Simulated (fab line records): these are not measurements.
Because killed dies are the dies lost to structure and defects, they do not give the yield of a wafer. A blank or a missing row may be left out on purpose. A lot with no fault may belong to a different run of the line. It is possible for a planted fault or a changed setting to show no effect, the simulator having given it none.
Matching of chambers || flow nand-harc || 4 sister chambers for NHARC_P_ZERO_WELL_DESCUM_54 on rie-diel-01
The step chemistry O2, time 3 s. 8 wafers are shown with their chamber, then 7 later ones without.

== WAFERS PAIRED WITH THEIR CHAMBERS ==
{"wafer": "L076.5", "chamber": 1, "drypump-motor-current-A (A)": 6.0, "rf-vpp-V (V)": 56.5}
{"wafer": "L084.3", "chamber": 3, "drypump-motor-current-A (A)": 5.2, "rf-vpp-V (V)": 57.7}
{"wafer": "L088.4", "chamber": 1, "drypump-motor-current-A (A)": 6.0, "rf-vpp-V (V)": 57.6}
{"wafer": "L091.1", "chamber": 2, "drypump-motor-current-A (A)": 6.7, "rf-vpp-V (V)": 56.4}
{"wafer": "L091.2", "chamber": 0, "drypump-motor-current-A (A)": 6.7, "rf-vpp-V (V)": 58.2}
{"wafer": "L091.5", "chamber": 3, "drypump-motor-current-A (A)": 5.3, "rf-vpp-V (V)": 58.5}
{"wafer": "L093.1", "chamber": 0, "drypump-motor-current-A (A)": 6.7, "rf-vpp-V (V)": 58.8}
{"wafer": "L093.2", "chamber": 2, "drypump-motor-current-A (A)": 6.8, "rf-vpp-V (V)": 57.7}

== WAFERS WITH NO CHAMBER GIVEN ==
{"wafer": "L093.6", "drypump-motor-current-A (A)": 5.2, "rf-vpp-V (V)": 57.9}
{"wafer": "L096.2", "drypump-motor-current-A (A)": 6.7, "rf-vpp-V (V)": 57.2}
{"wafer": "L096.4", "drypump-motor-current-A (A)": 6.8, "rf-vpp-V (V)": 57.9}
{"wafer": "L096.6", "drypump-motor-current-A (A)": 5.2, "rf-vpp-V (V)": 57.7}
{"wafer": "L097.1", "drypump-motor-current-A (A)": 6.7, "rf-vpp-V (V)": 59.1}
{"wafer": "L097.2", "drypump-motor-current-A (A)": 6.7, "rf-vpp-V (V)": 57.6}
{"wafer": "L097.4", "drypump-motor-current-A (A)": 6.0, "rf-vpp-V (V)": 58.2}

== WHICH CHAMBER EACH ONE RAN IN ==
{"wafer": "L093.6", "from the rows above": 3, "in truth": 3}
{"wafer": "L096.2", "from the rows above": "can't be placed: 2 or 0", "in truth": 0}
{"wafer": "L096.4", "from the rows above": "can't be placed: 2 or 0", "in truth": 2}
{"wafer": "L096.6", "from the rows above": 3, "in truth": 3}
{"wafer": "L097.1", "from the rows above": 0, "in truth": 0}
{"wafer": "L097.2", "from the rows above": "can't be placed: 2 or 0", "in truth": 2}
{"wafer": "L097.4", "from the rows above": 1, "in truth": 1}
Placed correctly: 4 of 7. From these rows, 3 cannot be placed; in 3 the true chamber is one of the candidates. Placed wrongly: 0.
How it was worked out, from the rows above alone: a wafer's distance from a chamber is the root of the sum, over the readings, of the square of ((its reading less the chamber's mean) divided by the reading's scatter). The wafer belongs to the nearest chamber; if the next one is less than 2 further off, it can't be placed. The mean given for a chamber averages the wafers shown for that chamber. The scatter: the root of (the sum of the squares of (reading less its chamber's mean) over the shown wafers, divided by (wafers less chambers)).
